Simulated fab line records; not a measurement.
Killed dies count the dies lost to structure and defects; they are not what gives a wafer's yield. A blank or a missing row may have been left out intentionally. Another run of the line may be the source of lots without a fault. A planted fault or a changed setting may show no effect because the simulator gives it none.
Matching of chambers -- flow nand_harc -- 4 sister chambers for NHARC_A_CHANNEL_FILL_D1_ALD_14 on ald_hk-02
The step deposits SiO2, target thk 2.5 nm, pulse time 10 s, ald cycles 25. 18 wafers are shown with their chamber, then 9 later ones without.

== WAFERS, EACH WITH ITS CHAMBER ==
wafer,chamber,heater_power_w (W),precursor_pulse_height_rel
L077.1,3,377,0.970
L077.5,1,560,1.002
L077.6,0,485,0.989
L080.4,3,376,0.988
L080.5,3,376,1.000
L080.6,0,473,0.999
L083.2,0,470,1.012
L083.3,2,469,0.995
L083.6,2,450,0.972
L084.1,1,558,1.042
L084.5,1,553,0.999
L084.6,0,478,1.000
L085.2,0,464,1.011
L085.3,1,556,1.013
L085.6,3,372,1.016
L087.1,3,374,1.035
L087.5,1,545,0.984
L087.6,2,475,0.974

SIGNATURES, as means of the wafers listed above
reading,chamber 0,chamber 1,chamber 2,chamber 3,scatter within a chamber
heater_power_w,474.00,554.40,464.67,375.00,7.31
precursor_pulse_height_rel,1.00220,1.00800,0.98033,1.00180,0.019
Rule: for a wafer and a chamber, the distance is found by dividing, reading by reading, the gap between the wafer's reading and the chamber's mean by the reading's scatter, squaring, summing and taking the root. If the next closest chamber is less than 2 further off than the closest, the wafer can't be placed; otherwise it belongs to the closest. The scatter: the root of (the sum of the squares of (reading less its chamber's mean) over the shown wafers, divided by (wafers less chambers)).

== WAFERS WITH NO CHAMBER GIVEN ==
wafer,heater_power_w (W),precursor_pulse_height_rel
L089.2,572,0.978
L089.4,458,0.982
L089.5,454,1.018
L088.1,480,1.002
L088.3,482,1.050
L088.4,566,0.977
L094.2,507,1.017
L094.3,385,0.968
L094.5,383,0.989

== WHICH CHAMBER EACH ONE RAN IN ==
wafer,from the rows above,in truth
L089.2,1,1
L089.4,can't be placed: 2 or 0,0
L089.5,can't be placed: 2 or 0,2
L088.1,can't be placed: 0 or 2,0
L088.3,can't be placed: 0 or 2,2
L088.4,1,1
L094.2,can't be placed: 0 or 2 or 1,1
L094.3,3,3
L094.5,3,3
4 of 9 placed correctly. These rows do not allow placing 5 (true chamber among the candidates in 5). Number placed wrongly: 0.
